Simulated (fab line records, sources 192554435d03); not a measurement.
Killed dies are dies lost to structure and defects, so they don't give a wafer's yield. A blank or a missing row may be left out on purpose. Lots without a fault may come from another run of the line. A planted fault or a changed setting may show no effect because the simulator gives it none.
Split-lot experiment | flow n5_finfet | 7 lots, 21 wafers read, on a route of 1938 steps

THE SPLIT
At N5_BEOL_M1_COAT_76 (time 60 s, resist thk 5 nm), the setting spin_rpm was moved away from the recipe's 1500 rpm on 5 of the 21 wafers read, by -9.0% to +9.5%. The other wafers ran this setting at the recipe's value.

FROM THE SPLIT TO THE READING: what the file shows between them, 3 steps
- N5_BEOL_M1_COAT_22: resist thk 30 nm
- N5_BEOL_M1_EBR_24
- N5_BEOL_M1_DESCUM_33: chemistry O2, time 7 s

THE READING
etch.depth_nm (the simulator's own value, which no gauge read), in nm, at N5_BEOL_M1_ETCH_77 (etches underlayer in N2/H2, target depth 6.5 nm, time 5.2 s). The file gives no usual value for it. The 16 wafers here that ran the recipe average 4.999 nm, standard deviation 0.013 nm.

wafer  | tool, chamber at the split | spin_rpm as run, rpm | against the recipe | etch.depth_nm, nm | against lot-mates on the recipe
L075.3 | litho_track-02, 0          | 1500                 | recipe             | 4.974             | -
L075.4 | litho_track-02, 0          | 1500                 | recipe             | 4.982             | -
L075.6 | litho_track-02, 0          | 1500                 | recipe             | 5                 | -
L078.3 | litho_track-03, 0          | 1500                 | recipe             | 5                 | -
L078.4 | litho_track-03, 0          | 1500                 | recipe             | 5.002             | -
L078.6 | litho_track-03, 0          | 1628                 | +8.5%              | 4.784             | -0.217
L079.3 | litho_track-03, 0          | 1500                 | recipe             | 4.991             | -
L079.4 | litho_track-03, 0          | 1500                 | recipe             | 4.995             | -
L079.6 | litho_track-03, 0          | 1500                 | recipe             | 5.001             | -
L080.1 | litho_track-05, 0          | 1500                 | recipe             | 5.017             | -
L080.2 | litho_track-05, 0          | 1500                 | recipe             | 5.014             | -
L080.4 | litho_track-05, 0          | 1642                 | +9.5%              | 4.779             | -0.237
L086.2 | litho_track-03, 0          | 1500                 | recipe             | 4.986             | -
L086.3 | litho_track-03, 0          | 1500                 | recipe             | 4.99              | -
L086.5 | litho_track-03, 0          | 1500                 | recipe             | 4.987             | -
L090.1 | litho_track-02, 0          | 1365                 | -9.0%              | 5.231             | +0.217
L090.4 | litho_track-02, 0          | 1500                 | recipe             | 5.014             | -
L090.6 | litho_track-02, 0          | 1365                 | -9.0%              | 5.256             | +0.242
L093.1 | litho_track-02, 0          | 1368                 | -8.8%              | 5.237             | +0.225
L093.2 | litho_track-02, 0          | 1500                 | recipe             | 5.021             | -
L093.6 | litho_track-02, 0          | 1500                 | recipe             | 5.003             | -

THE FIT
A straight line over all 21 wafers: etch.depth_nm changes by -0.0259 nm for each +1% of spin_rpm; r = -0.99; the points scatter about the line by 0.014 nm.
The same after taking each lot's own level away (the mean of its wafers on the recipe; 21 wafers): -0.0254 nm for each +1%; r = -1.00; scatter 0.0069 nm.
On that fit, the largest move of spin_rpm shifts the reading by 0.24 nm.
The lots' own levels span 4.9853 to 5.0155 nm, that is 2.3 times the standard deviation above.
So the lot-to-lot level changes the slope little: the two slopes agree.
Check: with one of the wafers moved furthest among these (+9.5%) left out of the fit, the line predicts -0.241 nm for it against its lot-mates. It came out at -0.237 nm against them.

THE FILE'S OWN FIT
etch.depth_nm changes by -0.0254 nm for each +1% of spin_rpm, r = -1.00.
